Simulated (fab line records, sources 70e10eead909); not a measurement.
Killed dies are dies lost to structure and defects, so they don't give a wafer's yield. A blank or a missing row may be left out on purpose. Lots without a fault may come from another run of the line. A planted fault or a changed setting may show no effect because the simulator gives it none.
A struck lot beside a sound one | flow nand_harc | 14 steps out of a route of 1159
Sound: wafers L322.1, L322.5, L322.6. Struck: wafer L330.2. (L330.3, L330.5 of the same lot were not struck and are left out.) The cause comes at the end.
At each step with rows: each side's tool, then ch and its chambers, then its first start. Under that, the readings that differ: sound wafers | struck wafers | difference of the means | sigmas: that difference in standard deviations of wafers without a fault.
alike: readings whose means differ by less than 2 such deviations, and words and numbers that are the same on both sides. not compared: withheld readings, readings that some wafer has no value for, bounds like >300 that may hide the same value, and numbers for which the record gives no deviation and whose values overlap.
The two part at a step that has a row with sigmas, a row that says differs or no value, or rows on one side only. Numbers that don't overlap but have no deviation are shown without sigmas and don't part them. A reading that every wafer of one side lacks parts them only if that side has two wafers or more.

NHARC_A_CONTACT_ETCH_113: etches the open film in C4F8/O2/Ar, time 94 s, target depth 922 nm.
  sound on har_cap_etch-01 ch 0,1, day 16 02:24; struck on har_cap_etch-02 ch 0, day 18 05:01
  not compared: rf_hours_counter_h, run_length_s
NHARC_A_CONTACT_ETCH_114: etches the open film in C4F8/O2/Ar, time 94 s, target depth 922 nm.
  sound on har_cap_etch-01 ch 0,1, day 16 02:29; struck on har_cap_etch-02 ch 0, day 18 05:07
  not compared: rf_hours_counter_h, run_length_s
NHARC_A_CONTACT_ETCH_115: etches the open film in C4F8/O2/Ar, time 94 s, target depth 922 nm.
  sound on har_cap_etch-01 ch 0,1, day 16 02:35; struck on har_cap_etch-02 ch 0, day 18 05:12
  not compared: rf_hours_counter_h, run_length_s
then, 6 steps without rows for these wafers: NHARC_A_CONTACT_ETCH_116 (etches the open film in C4F8/O2/Ar, time 94 s, target depth 922 nm); NHARC_A_CONTACT_ETCH_117 (etches the open film in C4F8/O2/Ar, time 94 s, target depth 922 nm); NHARC_A_CONTACT_ETCH_118 (etches the open film in C4F8/O2/Ar, time 94 s, target depth 922 nm); NHARC_A_CONTACT_ETCH_119 (etches the open film in C4F8/O2/Ar, time 94 s, target depth 922 nm); NHARC_A_CONTACT_ETCH_120 (etches the open film in C4F8/O2/Ar, time 94 s, target depth 922 nm); NHARC_A_CONTACT_ETCH_121 (etches the open film in C4F8/O2/Ar, time 94 s, target depth 922 nm).
NHARC_A_CONTACT_ETCH_122: etches the open film in C4F8/O2/Ar, time 95 s, target depth 930 nm.
  sound on har_cap_etch-01 ch 0,1, day 16 03:13; struck on har_cap_etch-02 ch 0, day 18 05:50
  not compared: rf_hours_counter_h, run_length_s
then, 1 step without rows for these wafers: NHARC_A_CONTACT_ETCH_123 (etches the open film in C4F8/O2/Ar, time 253 s, target depth 1090 nm).
NHARC_A_CONTACT_ETCH_90: etches the open film in CH3F/O2, target depth 40 nm, time 85.7 s.
  sound on rie_diel-10 ch 0,1, day 16 03:53; struck on rie_diel-10 ch 0, day 18 06:33
  reading          | sound             | struck | difference | sigmas
  run_length_s (s) | 107.3 106.6 107.7 | 108.1  | +0.9       | +2
  alike: drypump_motor_current_A, oes_product_au, rf_vpp_V, showerhead_plenum_p_Torr, throttle_valve_pct
  not compared: rf_hours_counter_h
NHARC_A_CONTACT_ETCH_96: etches the open film in C4F6/O2, target depth 20 nm, time 10 s.
  sound on rie_diel-10 ch 0,3, day 16 04:02; struck on rie_diel-10 ch 0, day 18 06:40
  reading          | sound          | struck | difference | sigmas
  run_length_s (s) | 31.8 31.3 30.9 | 28.8   | -2.5       | -8
  alike: drypump_motor_current_A, oes_product_au, rf_vpp_V, showerhead_plenum_p_Torr, throttle_valve_pct
  not compared: rf_hours_counter_h
NHARC_A_CONTACT_CD_MEAS_53:
  sound on cd_sem-02, day 16 04:07; struck on cd_sem-02, day 18 06:45
  alike: cd_nm

WHERE THEY PART
First at NHARC_A_CONTACT_ETCH_90; last, within this record, at NHARC_A_CONTACT_ETCH_96. Later steps at which nothing parts them and some readings are alike: NHARC_A_CONTACT_CD_MEAS_53.

WHY: what the simulator had put in
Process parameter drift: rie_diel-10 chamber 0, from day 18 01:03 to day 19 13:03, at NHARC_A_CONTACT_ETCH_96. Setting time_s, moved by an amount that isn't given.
